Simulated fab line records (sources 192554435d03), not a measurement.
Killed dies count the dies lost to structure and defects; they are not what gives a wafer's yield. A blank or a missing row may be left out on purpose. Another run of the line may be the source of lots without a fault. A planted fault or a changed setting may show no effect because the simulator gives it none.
Matching of chambers	flow n5-finfet	ald-metal-01 running N5_BEOL_M11_ALD_74: 4 sister chambers
The step deposits TaN, target thk 2 nm, pulse time 2 s, purge time 3 s. 16 wafers are shown with their chamber, then 8 later ones without.

== WAFERS WITH THEIR CHAMBER ==
wafer	chamber	heater-power-w (W)	precursor-vessel-pressure-torr (Torr)
L075.2	0	464	26.22
L075.5	0	449	26.18
L075.6	1	451	26.24
L081.4	1	442	26.25
L081.5	1	451	26.25
L081.6	0	468	26.29
L088.2	1	452	26.24
L088.4	0	460	26.24
L088.6	1	451	26.28
L090.2	2	438	26.30
L090.4	3	406	26.21
L090.6	3	422	26.28
L093.4	1	460	26.24
L093.5	3	416	26.26
L093.6	2	443	26.26
L094.1	1	459	26.36

SIGNATURES (means of the wafers above)
reading	chamber 0	chamber 1	chamber 2	chamber 3	scatter within a chamber
heater-power-w	460.25	452.29	440.50	414.67	6.83
precursor-vessel-pressure-torr	26.2325	26.2657	26.2800	26.2500	0.0421
Rule: for each reading, subtract the chamber's mean from the wafer's reading, divide by that reading's scatter and square the result; add these up over the readings and take the root, which gives the wafer's distance from the chamber. If the next closest chamber is less than 2 further off than the closest, the wafer can't be placed; otherwise it belongs to the closest. The scatter: the root of (the sum of the squares of (reading less its chamber's mean) over the shown wafers, divided by (wafers less chambers)).

== WAFERS MISSING THEIR CHAMBER ==
wafer	heater-power-w (W)	precursor-vessel-pressure-torr (Torr)
L094.4	410	26.28
L094.6	407	26.26
L095.2	458	26.30
L095.5	433	26.15
L095.6	406	26.24
L096.2	445	26.21
L096.4	396	26.21
L096.5	433	26.22

== EACH ONE'S CHAMBER ==
wafer	from the rows above	in truth
L094.4	3	3
L094.6	3	3
L095.2	can't be placed: 1 or 0 or 2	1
L095.5	can't be placed: 2 or 3 or 1 or 0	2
L095.6	3	3
L096.2	can't be placed: 1 or 2 or 0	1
L096.4	3	3
L096.5	can't be placed: 2 or 3 or 1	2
Placed correctly: 4 of 8. Cannot be placed on the basis of these rows: 4; the candidates contain the true chamber in 4. Number placed wrongly: 0.
